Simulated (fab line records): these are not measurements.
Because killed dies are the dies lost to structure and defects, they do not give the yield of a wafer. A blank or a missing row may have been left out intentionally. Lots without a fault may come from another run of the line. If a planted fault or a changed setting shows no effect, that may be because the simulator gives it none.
Matching of chambers | flow n5 finfet | N5_BEOL_M6_CMP_52 on cmp-02: 4 sister chambers
The step polishes, stops on SiCOH lowk, t overpolish 6.9 s, target thk 80 nm. 22 wafers are shown with their chamber, then 11 later ones without.

## WAFERS WITH THEIR CHAMBER
wafer  | chamber | motor current A (A) | time to endpoint s (s) | barrier field endpoint s (s)
L074.1 | 3       | 5.6                 | 64                     | 28.4
L074.4 | 2       | 7.8                 | 72                     | 30.4
L074.6 | 0       | 6.8                 | 59                     | 29.0
L078.1 | 3       | 5.6                 | 66                     | 29.7
L078.3 | 0       | 6.2                 | 60                     | 29.7
L078.5 | 3       | 5.6                 | 62                     | 29.0
L080.2 | 2       | 7.1                 | 71                     | 30.0
L080.4 | 3       | 5.4                 | 66                     | 30.0
L080.5 | 0       | 6.7                 | 62                     | 28.9
L082.1 | 3       | 5.7                 | 67                     | 28.8
L082.4 | 2       | 7.6                 | 73                     | 31.0
L082.6 | 0       | 6.5                 | 63                     | 28.7
L084.1 | 0       | 6.5                 | 64                     | 28.0
L084.2 | 1       | 6.1                 | 68                     | 29.0
L084.3 | 3       | 5.5                 | 67                     | 28.7
L087.1 | 3       | 5.4                 | 62                     | 28.6
L087.2 | 0       | 6.8                 | 59                     | 28.2
L087.5 | 3       | 5.3                 | 60                     | 29.4
L088.3 | 2       | 7.6                 | 67                     | 30.1
L088.4 | 0       | 6.5                 | 60                     | 28.7
L088.6 | 2       | 7.5                 | 70                     | 30.8
L093.1 | 2       | 7.1                 | 69                     | 29.7

SIGNATURES, as means of the wafers listed above
reading                  | chamber 0 | chamber 1 | chamber 2 | chamber 3 | scatter within a chamber
motor current A          | 6.571     | 6.100     | 7.450     | 5.513     | 0.213
time to endpoint s       | 61.00     | 68.00     | 70.33     | 64.25     | 2.32
barrier field endpoint s | 28.743    | 29.000    | 30.333    | 29.075    | 0.545
Rule: a wafer's distance from a chamber is the root of the sum, over the readings, of the square of ((its reading less the chamber's mean) divided by the reading's scatter). The wafer belongs to the nearest chamber; if the next one is less than 2 further off, it can't be placed. The scatter is the square root of a quotient: the sum, over the shown wafers, of each reading's squared deviation from its chamber's mean, divided by wafers minus chambers.

## WAFERS WITHOUT THEIR CHAMBER
wafer  | motor current A (A) | time to endpoint s (s) | barrier field endpoint s (s)
L093.3 | 6.7                 | 62                     | 28.4
L093.4 | 6.3                 | 67                     | 30.3
L095.1 | 5.6                 | 65                     | 29.3
L095.2 | 7.4                 | 71                     | 30.6
L095.3 | 6.6                 | 60                     | 28.2
L095.4 | 6.5                 | 64                     | 28.9
L095.5 | 6.5                 | 60                     | 28.8
L095.6 | 5.4                 | 65                     | 29.5
L094.2 | 6.4                 | 65                     | 29.7
L094.3 | 5.7                 | 65                     | 30.5
L094.6 | 6.7                 | 61                     | 29.6

## WHICH CHAMBER EACH ONE RAN IN
wafer  | from the rows above          | in truth
L093.3 | 0                            | 0
L093.4 | can't be placed: 1 or 0 or 3 | 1
L095.1 | 3                            | 3
L095.2 | 2                            | 2
L095.3 | 0                            | 0
L095.4 | can't be placed: 0 or 1      | 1
L095.5 | 0                            | 0
L095.6 | 3                            | 3
L094.2 | can't be placed: 1 or 0      | 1
L094.3 | can't be placed: 3 or 1      | 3
L094.6 | 0                            | 0
Placed correctly: 7 of 11. Unplaceable from these rows: 4, with the true chamber sitting among the candidates in 4. Wrongly placed: 0.
